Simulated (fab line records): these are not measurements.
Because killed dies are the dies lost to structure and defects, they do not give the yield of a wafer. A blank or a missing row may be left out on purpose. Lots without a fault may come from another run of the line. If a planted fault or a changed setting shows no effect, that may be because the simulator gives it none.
fab line records | flow nand_harc
[record] lots = 5 wafers = 15 last_day = 31
route steps=1302 shown P_ZERO_WELL@61 P_STI@69 END@1302
lots that met no fault: from a run of the same line without faults
start_h: start of the lot's first displayed wafer, in hours after the record's first day | wait_h: hours from the lot's prior step to this one | " same as the row above | L1.1+2: several wafers, shown together as one row | - no value present, or no start provided | * or withheld: withheld | < > ~ a bound
route shown NAME@n: NAME is a module with steps in the file, n the number in the route of the first one | usual: average and standard deviation across the fault-free wafers | same: alike in all rows | chamber/n: place in a boat | sites: each site's reading | _std_site: their standard deviation | _edge_site: inner sites' mean taken away from outer sites' mean | radius_mm: for every site, how far away it sits from the centre of the wafer | mask NAME#n: copy n | behind: the last tool/chamber to shape the wafer | hold: why the lot was held/for how many hours/how that ended | device: which transistor (n, p or np) failed to switch | end of line: the route-end tests of the same wafers | for a step that has no rows: nothing shown but its recipe | killed: at the first sort, the dies lost to defects and structure; wafer yield is something else | map: the dies of a wafer, with x for killed, . for not killed, _ for no die there
set.NAME: the setting that was run; set.NAME@STEP: the one run at that earlier step | model.NAME: the simulator's own value behind a step, which no gauge read
certain route steps with their lots: each step a table, each wafer a row
services: when a tool's chamber went out of use (start_h, in hours from the record's first day, below 0 if earlier), for how many hours, and the reason
[[steps]]
[step NHARC_P_ZERO_WELL_DESCUM_54]
[recipe] time_s = 3 o2_flow_sccm = 200 ar_flow_sccm = 0 bias_power_w = 0 chemistry = O2
[usual] drypump_motor_current_A = 5.73/0.28 oes_product_au = 0.996/0.0086 rf_vpp_V = 57.6/0.73 showerhead_plenum_p_Torr = 1.88/0.059 throttle_valve_pct = 11.311/0.0085
// columns lot.wafer tool chamber start_h wait_h drypump_motor_current_A oes_product_au rf_hours_counter_h rf_vpp_V showerhead_plenum_p_Torr throttle_valve_pct
L821.3 rie_diel-13 0 36.03 - 5.73 1.002 14 57.2 1.93 11.292
L821.4 " 2 " " 6.19 1.000 14 56.9 1.81 11.336
L821.6 " 3 " " 5.44 0.986 - 57.8 1.88 11.329
L822.2 rie_diel-11 1 45.63 - 5.47 0.999 45 58.2 1.98 11.320
L822.5 " 1 " " 5.47 1.012 - 55.8 1.98 11.320
L822.6 " 2 " " 5.98 1.009 - 57.8 1.89 11.306
L824.4 rie_diel-11 3 66.90 - 5.87 0.989 47 58.3 1.91 11.326
L824.3 " 2 " " 5.94 1.002 48 58.3 1.89 11.313
L824.6 " 0 " " 6.19 0.987 - 56.4 1.80 11.296
L832.1 rie_diel-13 1 146.34 - 5.62 0.979 54 57.3 1.83 11.317
L832.3 " 2 " " 6.19 0.992 48 57.1 1.80 11.322
L832.2 " 3 " " 5.43 0.991 46 56.9 1.87 11.306
L836.4 rie_diel-10 2 186.02 - 5.29 1.007 35 57.2 1.78 11.310
L836.2 " 0 " " 5.58 0.998 35 59.2 1.92 11.310
L836.6 " 1 " " 5.51 1.000 - 57.2 1.94 11.306
[step NHARC_P_ZERO_WELL_IMPLANT_55]
[recipe] energy_kev = 180 dose_cm2 = 8e+11 tilt_deg = 7
[step NHARC_P_ZERO_WELL_IMPLANT_61]
[recipe] energy_kev = 30 dose_cm2 = 5e+11 tilt_deg = 7
[step NHARC_P_ZERO_WELL_STRIP_56]
[recipe] time_s = 840 temp_c = 130 chemistry = SPM
[step NHARC_P_ZERO_WELL_PRECLEAN_68]
[recipe] time_s = 60 temp_c = 50 bath_age_min = 0 chemistry = SC1
[step NHARC_P_ZERO_WELL_SRD_69]
[step NHARC_P_ZERO_WELL_RTA_42]
[recipe] temp_c = 1100 time_s = 300
[usual] lamp_power_pct = 39.1/1.3 lamp_zone_2_pct = 39.1/1.3 wafer_temp_C_max = 1104.4/0.95
// columns lot.wafer tool chamber start_h wait_h lamp_power_pct lamp_zone_2_pct wafer_temp_C_max
L821.3 rtp_anneal-02 0 37.21 - 38.0 38.1 1103.4
L821.4 " 0 " " 38.0 38.0 1102.8
L821.6 " 0 " " 38.0 38.1 1103.5
L822.2 rtp_anneal-02 0 46.71 - 38.0 37.9 1103.6
L822.5 " 0 " " 38.0 37.9 1104.0
L822.6 " 0 " " 37.8 38.0 1104.0
L824.3 rtp_anneal-02 0 68.10 - 38.1 38.0 1104.0
L824.4 " 0 " " 38.0 38.0 1103.1
L824.6 " 0 " " 38.0 38.1 1103.3
L832.1 rtp_anneal-02 0 147.30 - 38.0 38.0 1104.1
L832.2 " 0 " " 38.1 38.0 1104.7
L832.3 " 0 " " 38.1 38.0 1104.7
L836.2 rtp_anneal-01 0 187.09 - 40.5 40.6 1105.0
L836.4 " 0 " " 40.5 40.6 1104.3
L836.6 " 0 " " 40.6 40.5 1104.5
[step NHARC_P_ZERO_WELL_INSPECT_43]
[usual] raw_defect_count = 13/6
// columns lot.wafer tool chamber start_h wait_h raw_defect_count
L821.3 defect_inspect-01 - 37.67 0.4 9
L821.4 " - " " 8
L821.6 " - " " 10
L822.2 defect_inspect-02 - 47.27 0.5 18
L822.5 " - " " 27
L822.6 " - " " 25
L824.3 defect_inspect-01 - 68.56 0.4 17
L824.4 " - " " 22
L824.6 " - " " 7
L832.1 defect_inspect-02 - 147.98 0.6 10
L832.2 " - " " 19
L832.3 " - " " 8
L836.2 defect_inspect-01 - 187.66 0.5 10
L836.4 " - " " 15
L836.6 " - " " 14
[step NHARC_P_STI_ETCH_26]
[recipe] target_depth_a = 110 chemistry = dHF material = SiO2
[step NHARC_P_STI_PRECLEAN_27]
[recipe] time_s = * temp_c = 50 bath_age_min = 0 chemistry = SC1
[step NHARC_P_STI_SRD_28]
[step NHARC_P_STI_OXIDE_29]
[recipe] target_thk_a = 100 temp_c = 900 ox_time_s = 1362 material = SiO2
[step NHARC_P_STI_HM_DEP_30]
[recipe] target_thk_a = 800 temp_c = 790 pressure_mtorr = 300 time_s = 873 material = Si3N4
[usual] pressure_mtorr = 300.0/0.65 zone_power_top_pct = 27/3.9
// columns lot.wafer tool chamber start_h wait_h pressure_mtorr zone_power_top_pct
L821.3 lpcvd-01 0 52.00 3.7 300.6 27
L821.4 " 0 " " 300.2 28
L821.6 " 0 " " 300.9 27
L822.2 lpcvd-01 0 63.05 3.5 299.8 27
L822.5 " 0 " " 299.6 27
L822.6 " 0 " " 299.8 27
L824.3 lpcvd-01 0 81.61 3.5 301.0 27
L824.4 " 0 " " 299.7 27
L824.6 " 0 " " 300.1 27
L832.1 lpcvd-01 1 159.56 3.5 300.6 31
L832.2 " 1 " " 300.6 31
L832.3 " 1 " " 299.0 31
L836.2 lpcvd-01 0 200.49 3.5 299.0 27
L836.4 " 0 " " 300.0 27
L836.6 " 0 " " 299.3 27
[step NHARC_P_STI_DEHYDRATE_01]
[recipe] temp_c = 150 time_s = 120
[step NHARC_P_STI_HMDS_02]
[recipe] time_s = 30
[step NHARC_P_STI_COAT_41]
[recipe] temp_c = 200 time_s = 65
[step NHARC_P_STI_COAT_03]
[recipe] spin_rpm = 2000 resist_thk_nm = 600
[step NHARC_P_STI_SOFTBAKE_04]
[recipe] temp_c = 125 time_s = 70
[step NHARC_P_STI_EBR_05]
[step NHARC_P_STI_EXPOSE_06]
[recipe] na = 0.55 target_cd_nm = 200 dose_mj = 37.69 mask_id = P_STI
[step NHARC_P_STI_PEB_07]
[recipe] peb_temp_c = 128 peb_time_s = 80
[step NHARC_P_STI_DEVELOP_08]
[recipe] time_s = 50 dev_temp_c = 22
[step NHARC_P_STI_CD_MEAS_09]
[recipe] target_cd_nm = 200 landing_energy_ev = 500
[usual] cd_nm = 199.5/2.4
[same] landing_energy_ev = 500
// columns lot.wafer tool chamber start_h wait_h cd_nm
L821.3 cd_sem-02 0 56.11 - 201.8
L821.4 " 0 " " 201.9
L821.6 " 0 " " 199.6
L822.2 cd_sem-01 0 67.15 - 203.0
L822.5 " 0 " " 199.7
L822.6 " 0 " " 201.6
L824.3 cd_sem-03 0 85.55 - 199.7
L824.4 " 0 " " 199.7
L824.6 " 0 " " 200.7
L832.1 cd_sem-01 0 163.70 - 199.9
L832.2 " 0 " " 200.5
L832.3 " 0 " " 200.4
L836.2 cd_sem-02 0 204.63 - 200.6
L836.4 " 0 " " 199.8
L836.6 " 0 " " 199.3
[step NHARC_P_STI_OVL_MEAS_10]
[usual] overlay_x_nm = 2/5.2 overlay_y_nm = 1/5
// columns lot.wafer tool chamber start_h wait_h overlay_x_nm overlay_y_nm
L821.3 overlay-01 - 56.20 - 11 2
L821.4 " - " " 11 2
L821.6 " - " " 11 2
L822.2 overlay-02 - 67.23 - 5 5
L822.5 " - " " 5 5
L822.6 " - " " 5 5
L824.3 overlay-02 - 85.63 - 9 5
L824.4 " - " " 9 4
L824.6 " - " " 8 5
L832.1 overlay-01 - 163.78 - 2 -3
L832.2 " - " " 2 -2
L832.3 " - " " 2 -3
L836.2 overlay-01 - 204.71 - -3 -3
L836.4 " - " " -3 -2
L836.6 " - " " -3 -3
[step NHARC_P_STI_INSPECT_11]
[usual] raw_defect_count = 5.6/2.7
// columns lot.wafer tool chamber start_h wait_h raw_defect_count
L821.3 defect_inspect-02 - 56.23 0.0 3
L821.4 " - " " 6
L821.6 " - " " 5
L822.2 defect_inspect-01 - 67.27 0.0 3
L822.5 " - " " 5
L822.6 " - " " 7
L824.3 defect_inspect-02 - 85.67 0.0 7
L824.4 " - " " 9
L824.6 " - " " 7
L832.1 defect_inspect-02 - 163.82 0.0 7
L832.2 " - " " 6
L832.3 " - " " 4
L836.2 defect_inspect-02 - 204.75 0.0 7
L836.4 " - " " 3
L836.6 " - " " 3
[step NHARC_P_STI_HARDBAKE_13]
[recipe] temp_c = 118 time_s = 65
[step NHARC_P_STI_DESCUM_14]
[recipe] time_s = 3 o2_flow_sccm = 200 ar_flow_sccm = 0 bias_power_w = 0 chemistry = O2
[usual] drypump_motor_current_A = 5.8/0.53 oes_product_au = 1.002/0.011 rf_vpp_V = 58.0/0.97 showerhead_plenum_p_Torr = 1.93/0.099 throttle_valve_pct = 11.311/0.009
// columns lot.wafer tool chamber start_h wait_h drypump_motor_current_A oes_product_au rf_hours_counter_h rf_vpp_V showerhead_plenum_p_Torr throttle_valve_pct
L821.4 rie_diel-08 1 56.37 - 4.9 1.019 2 60.6 2.04 11.303
L821.3 " 2 " " 6.5 0.998 2 58.9 1.91 11.325
L821.6 " 0 " " 5.8 1.003 - 58.8 2.02 11.309
L822.2 rie_diel-08 3 67.43 - 6.0 0.990 4 59.3 1.78 11.318
L822.5 " 0 " " 5.7 1.000 - 59.2 2.02 11.307
L822.6 " 1 " " 4.9 1.017 - 57.4 2.04 11.299
L824.4 rie_diel-01 2 85.80 - 5.3 0.993 1 57.1 1.87 11.322
L824.3 " 3 " " 6.7 1.010 1 59.3 2.03 11.312
L824.6 " 2 " " 5.3 0.999 - 57.3 1.87 11.319
L832.2 rie_diel-08 1 163.96 - 4.9 1.022 14 57.9 2.04 11.306
L832.1 " 2 " " 6.4 0.991 13 58.0 1.91 11.302
L832.3 " 0 " " 5.7 1.002 12 57.7 2.01 11.307
L836.2 rie_diel-08 0 204.90 - 5.7 0.993 0 57.8 2.01 11.311
L836.6 " 3 " " 6.0 0.988 - 57.3 1.78 11.307
L836.4 " 0 " " 5.7 1.007 - 59.5 2.01 11.327
[step NHARC_P_STI_ETCH_42]
[recipe] target_depth_a = 800 overetch_a = 240 time_s = 61 ion_energy_ev = 200 n2_flow_sccm = 150 h2_flow_sccm = 150 ar_flow_sccm = 0 rf_w = 400 bias_w = 150 chemistry = N2/H2
[usual] drypump_motor_current_A = 5.7/0.53 oes_product_au = 1.001/0.011 rf_vpp_V = 431/3 showerhead_plenum_p_Torr = 2.05/0.11 throttle_valve_pct = 14.171/0.0091
// columns lot.wafer tool chamber start_h wait_h drypump_motor_current_A oes_product_au rf_hours_counter_h rf_vpp_V showerhead_plenum_p_Torr throttle_valve_pct
L821.4 rie_diel-08 1 56.45 0.1 4.9 1.011 2 435 2.18 14.171
L821.3 " 2 " " 6.5 0.997 3 431 2.04 14.169
L821.6 " 1 " " 4.9 1.013 - 435 2.18 14.162
L822.2 rie_diel-08 2 67.50 0.1 6.5 0.998 4 431 2.04 14.172
L822.6 " 0 " " 5.7 1.002 - 433 2.15 14.162
L822.5 " 1 " " 4.9 1.014 - 434 2.18 14.183
L824.4 rie_diel-01 1 85.89 0.1 5.9 0.997 1 431 2.09 14.178
L824.3 " 3 " " 6.7 1.016 1 435 2.17 14.178
L824.6 " 1 " " 5.9 1.010 - 432 2.10 14.164
L832.3 rie_diel-08 1 164.05 0.1 4.9 1.018 14 434 2.18 14.163
L832.1 " 2 " " 6.5 0.991 13 430 2.03 14.161
L832.2 " 3 " " 6.0 0.996 13 426 1.89 14.164
L836.2 rie_diel-08 0 204.99 0.1 5.7 1.011 0 432 2.15 14.163
L836.4 " 0 " " 5.7 1.004 - 434 2.15 14.177
L836.6 " 1 " " 4.9 0.999 - 434 2.17 14.181
[step NHARC_P_STI_ETCH_31]
[recipe] target_depth_a = 1089 time_s = 54.5 cf4_flow_sccm = 100 chf3_flow_sccm = 30 ar_flow_sccm = 0 rf_w = 500 bias_w = 200 chemistry = CF4/CHF3
[usual] drypump_motor_current_A = 5.8/0.51 oes_product_au = 0.967/0.013 rf_vpp_V = 370.8/2.5 showerhead_plenum_p_Torr = 1.58/0.076 throttle_valve_pct = 16.803/0.0093
// columns lot.wafer tool chamber start_h wait_h drypump_motor_current_A oes_product_au rf_hours_counter_h rf_vpp_V showerhead_plenum_p_Torr throttle_valve_pct
L821.4 rie_diel-08 1 - - 4.9 0.968 3 372.8 1.67 16.803
L821.3 " 3 " " 6.0 0.965 3 366.6 1.47 16.819
L821.6 " 0 " " 5.7 0.965 - 373.5 1.65 16.799
L822.2 rie_diel-08 2 - - 6.5 0.975 4 370.1 1.57 16.815
L822.6 " 0 " " 5.7 0.959 - 374.6 1.65 16.784
L822.5 " 1 " " 4.9 0.978 - 373.1 1.67 16.799
L824.4 rie_diel-01 0 - - 5.8 0.936 1 367.9 1.50 16.810
L824.3 " 3 " " 6.7 0.959 1 374.5 1.67 16.806
L824.6 " 0 " " 5.8 0.938 - 368.0 1.50 16.824
L832.3 rie_diel-08 2 - - 6.5 0.949 13 369.4 1.57 16.808
L832.2 " 3 " " 6.0 0.967 13 366.2 1.47 16.790
L832.1 " 1 " " 4.9 0.978 14 374.0 1.67 16.802
L836.2 rie_diel-08 3 - - 6.0 0.963 0 368.1 1.47 16.805
L836.6 " 1 " " 4.8 0.981 - 372.9 1.67 16.784
L836.4 " 3 " " 5.9 0.969 - 366.9 1.47 16.815
[step NHARC_P_STI_ETCH_15]
[recipe] target_depth_a = 3000 taper_deg = 4 time_s = 100.1 hbr_flow_sccm = 150 cl2_flow_sccm = 50 rf_w = 400 icp_w = 400 bias_w = 100 chemistry = HBr/Cl2
[step NHARC_P_STI_CD_MEAS_16]
[usual] cd_nm = 199.5/2.7
// columns lot.wafer tool chamber start_h wait_h cd_nm
L821.3 cd_sem-02 - 56.81 - 203.1
L821.4 " - " " 202.3
L821.6 " - " " 199.7
L822.2 cd_sem-01 - 67.85 - 203.7
L822.5 " - " " 200.3
L822.6 " - " " 204.6
L824.3 cd_sem-03 - 86.24 - 199.2
L824.4 " - " " 197.6
L824.6 " - " " 200.2
L832.1 cd_sem-03 - 164.39 - 200.6
L832.2 " - " " 201.5
L832.3 " - " " 200.8
L836.2 cd_sem-02 - 205.37 - 203.6
L836.4 " - " " 201.9
L836.6 " - " " 199.4
[step NHARC_P_STI_OCD_MEAS_17]
[usual] trench_foot_cd_nm = 158.0/2.4
// columns lot.wafer tool chamber start_h wait_h trench_foot_cd_nm
L821.3 ocd-01 - 56.90 0.1 159.7
L821.4 " - " " 159.3
L821.6 " - " " 157.3
L822.2 ocd-01 - 67.94 0.1 160.6
L822.5 " - " " 157.4
L822.6 " - " " 161.2
L824.3 ocd-02 - 86.33 0.1 157.9
L824.4 " - " " 157.5
L824.6 " - " " 158.1
L832.1 ocd-02 - 164.48 0.1 158.6
L832.2 " - " " 158.9
L832.3 " - " " 157.7
L836.2 ocd-01 - 205.45 0.1 159.2
L836.4 " - " " 157.7
L836.6 " - " " 157.0
[step NHARC_P_STI_STRIP_19]
[recipe] time_s = 900 temp_c = 130 chemistry = SPM
[step NHARC_P_STI_PRECLEAN_32]
[recipe] time_s = * temp_c = 50 bath_age_min = 0 chemistry = SC1
[step NHARC_P_STI_SRD_23]
[step NHARC_P_STI_OCD_MEAS_43]
[usual] trench_foot_cd_nm = 158.0/2.5
// columns lot.wafer tool chamber start_h wait_h trench_foot_cd_nm
L821.3 ocd-02 - 57.41 - 159.7
L821.4 " - " " 159.4
L821.6 " - " " 157.6
L822.2 ocd-02 - 68.45 - 160.5
L822.5 " - " " 157.1
L822.6 " - " " 161.9
L824.3 ocd-01 - 86.85 - 157.5
L824.4 " - " " 158.2
L824.6 " - " " 158.3
L832.1 ocd-01 - 164.99 - 158.4
L832.2 " - " " 159.2
L832.3 " - " " 157.6
L836.2 ocd-02 - 205.96 - 159.9
L836.4 " - " " 157.7
L836.6 " - " " 157.4
[step NHARC_P_STI_OXIDE_33]
[recipe] target_thk_a = 100 temp_c = 1000 ox_time_s = 281 material = SiO2
[step NHARC_P_STI_HDPCVD_20]
[recipe] target_thk_a = withheld sigma_open_frac = withheld material = SiO2
[step NHARC_P_STI_ANNEAL_34]
[recipe] temp_c = 1000 time_s = 1800
[step NHARC_P_STI_CMP_21]
[recipe] t_overpolish_s = 20 target_thk_nm = 380.67
[step NHARC_P_STI_SRD_35]
[step NHARC_END_SORT_01]
[recipe] temp_c = 25
[usual] killed_at_array = 53/18 killed_at_other = 0.8/1.1 killed_at_periphery = 4.1/2.7 killed_dies = 58/18 killed_open = 3.1/1.7 killed_short = 2.7/1.7
[same] gross_dies = 677
// columns lot.wafer tool chamber start_h wait_h killed_at_array killed_at_other killed_at_periphery killed_dies killed_open killed_short
L832.3 prober-01 0 669.23 3.1 64 0 5 69 5 1
L836.2 prober-01 0 734.21 2.8 90 0 587 677 4 3
L836.4 prober-01 0 735.81 3.4 68 0 609 677 2 7
L836.6 prober-01 0 737.40 4.0 81 0 596 677 4 2
// killed by level:class
L832.3 A_SLIT:chamber_film_flake=36 A_CHANNEL_HOLE_D2:chamber_film_flake=9 A_CHANNEL_HOLE_D1:chamber_film_flake=5 A_CONTACT:chamber_film_flake=4 A_STAIRCASE:chamber_film_flake=4 A_WL_FILL:chamber_film_flake=3 A_SOURCE_PLATE:geometric_particle:open=2 P_CONTACT:chamber_film_flake=2
L836.2 P_STI:area_dep=586 A_CHANNEL_HOLE_D1:chamber_film_flake=34 A_SLIT:chamber_film_flake=28 A_CHANNEL_HOLE_D2:chamber_film_flake=12 A_CONTACT:chamber_film_flake=7 A_M0:geometric_particle:short=2 P_M2:geometric_particle:open=1 A_ONON_D1:geometric_particle:open=1
L836.4 P_STI:area_dep=607 A_CHANNEL_HOLE_D2:chamber_film_flake=23 A_SLIT:chamber_film_flake=18 A_CHANNEL_HOLE_D1:chamber_film_flake=13 A_WL_FILL:geometric_particle:short=3 A_CHANNEL_FILL_D1:geometric_particle:short=2 A_STAIRCASE:chamber_film_flake=2 P_M1:geometric_particle:open=1
L836.6 P_STI:area_dep=594 A_CHANNEL_HOLE_D1:chamber_film_flake=30 A_SLIT:chamber_film_flake=20 A_CHANNEL_HOLE_D2:chamber_film_flake=11 A_CONTACT:chamber_film_flake=8 A_WL_FILL:chamber_film_flake=3 A_CHANNEL_FILL_D1:geometric_particle:short=1 A_ONON_D2:geometric_particle:open=1
// map L836.2 (x killed, . not)
____________x____________
_________xxxxxxx_________
_______xxxxxxxxxxx_______
______xxxxxxxxxxxxx______
_____xxxxxxxxxxxxxxx_____
____xxxxxxxxxxxxxxxxx____
____xxxxxxxxxxxxxxxxx____
___xxxxxxxxxxxxxxxxxxx___
___xxxxxxxxxxxxxxxxxxx___
__xxxxxxxxxxxxxxxxxxxxx__
__xxxxxxxxxxxxxxxxxxxxx__
_xxxxxxxxxxxxxxxxxxxxxxx_
_xxxxxxxxxxxxxxxxxxxxxxx_
_xxxxxxxxxxxxxxxxxxxxxxx_
_xxxxxxxxxxxxxxxxxxxxxxx_
_xxxxxxxxxxxxxxxxxxxxxxx_
xxxxxxxxxxxxxxxxxxxxxxxxx
xxxxxxxxxxxxxxxxxxxxxxxxx
xxxxxxxxxxxxxxxxxxxxxxxxx
xxxxxxxxxxxxxxxxxxxxxxxxx
xxxxxxxxxxxxxxxxxxxxxxxxx
_xxxxxxxxxxxxxxxxxxxxxxx_
_xxxxxxxxxxxxxxxxxxxxxxx_
_xxxxxxxxxxxxxxxxxxxxxxx_
_xxxxxxxxxxxxxxxxxxxxxxx_
_xxxxxxxxxxxxxxxxxxxxxxx_
__xxxxxxxxxxxxxxxxxxxxx__
__xxxxxxxxxxxxxxxxxxxxx__
___xxxxxxxxxxxxxxxxxxx___
___xxxxxxxxxxxxxxxxxxx___
____xxxxxxxxxxxxxxxxx____
____xxxxxxxxxxxxxxxxx____
_____xxxxxxxxxxxxxxx_____
______xxxxxxxxxxxxx______
_______xxxxxxxxxxx_______
_________xxxxxxx_________
____________x____________
// map L824.3 (x killed, . not)
____________.____________
_________xx.x..._________
_______xxx......x._______
______xxx..........______
_____xxx.xxx.x......_____
____xxx..xx.......x..____
____.xxx..x.xxx......____
___......xxxxxx....x..___
___xxx....xxxx........___
__.......xxxxxx........__
__.x......xxx..........__
_.xx...xxx.xxx.........._
_.........x.x..........._
_......x....x........x.._
_..x..........x........._
_......................._
.........................
.....................x...
.........x...............
...............x.........
.........................
_........x.............._
_.................x....._
_......................._
_....................x.x_
_......................._
__...............x..x..__
__.....................__
___...................___
___.............x.....___
____.......x....x....____
____.................____
_____.x............._____
______............x______
_______..........._______
_________......._________
____________.____________
[[services]]
// columns tool chamber start_h hours kind
rie_diel-08 - 14.05 9.0 pm
rie_diel-08 0 14.05 9.0 vent_cycle
rie_diel-08 1 14.05 9.0 vent_cycle
rie_diel-08 2 14.05 13.4 vent_cycle
rie_diel-08 3 14.05 9.0 vent_cycle
rie_diel-08 0 23.05 - clean
rie_diel-08 1 23.05 - clean
rie_diel-08 3 23.05 - clean
lpcvd-01 - 26.00 26.0 pm
rie_diel-01 - 26.84 9.0 pm
rie_diel-08 0 47.55 - clean
rie_diel-11 2 50.57 5.5 repair
rie_diel-13 - 59.55 0.7 repair
rie_diel-10 - 66.95 9.0 pm
rie_diel-11 - 81.73 9.0 pm
rie_diel-08 - 116.25 0.4 repair
rie_diel-08 0 118.73 12.2 repair
rie_diel-01 - 151.81 0.9 repair
rie_diel-08 2 152.58 1.3 repair
rie_diel-13 - 165.02 9.0 pm
rie_diel-11 1 170.07 3.4 repair
rie_diel-08 - 191.05 9.0 pm
rie_diel-08 2 203.25 12.5 repair
rie_diel-01 - 203.84 9.0 pm
[[key]]
[first_sign] step = NHARC_END_SORT_01 reading = killed_at_periphery direction = up sigmas = 99+ usual = 4.1 struck = 597.3
[effect] step = NHARC_END_SORT_01 reading = killed_dies direction = up sigmas = 34 usual = 58 struck = 677
[more_kills_born_at] NHARC_P_STI_HM_DEP_30@lpcvd-01 = 1787
met_at NHARC_P_STI_HM_DEP_30
struck_wafers L836.2,L836.4,L836.6
later_rows_left_out L836.2,L836.4,L836.6
tester_left_out L836
onset_between 81.61 200.49
also_fits time
[fault] kind = process_parameter_drift tool = lpcvd-01 chamber = 0 onset_h = 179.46 steps = NHARC_P_STI_HM_DEP_30 channel = target_thk_a offset = * shape = step end_h = 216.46 acts_in = * stated = *
// tester_left_out: of these lots the tester's yield and bins aren't shown, on N5 and GAA mostly nor the transistor test; their killed dies are dies lost to structure and defects alone, not to doping, threshold or leakage, so they don't give the yield
// later_rows_left_out: the simulator's readings of these wafers behind a module that went badly wrong aren't trusted and aren't shown, but for the sort
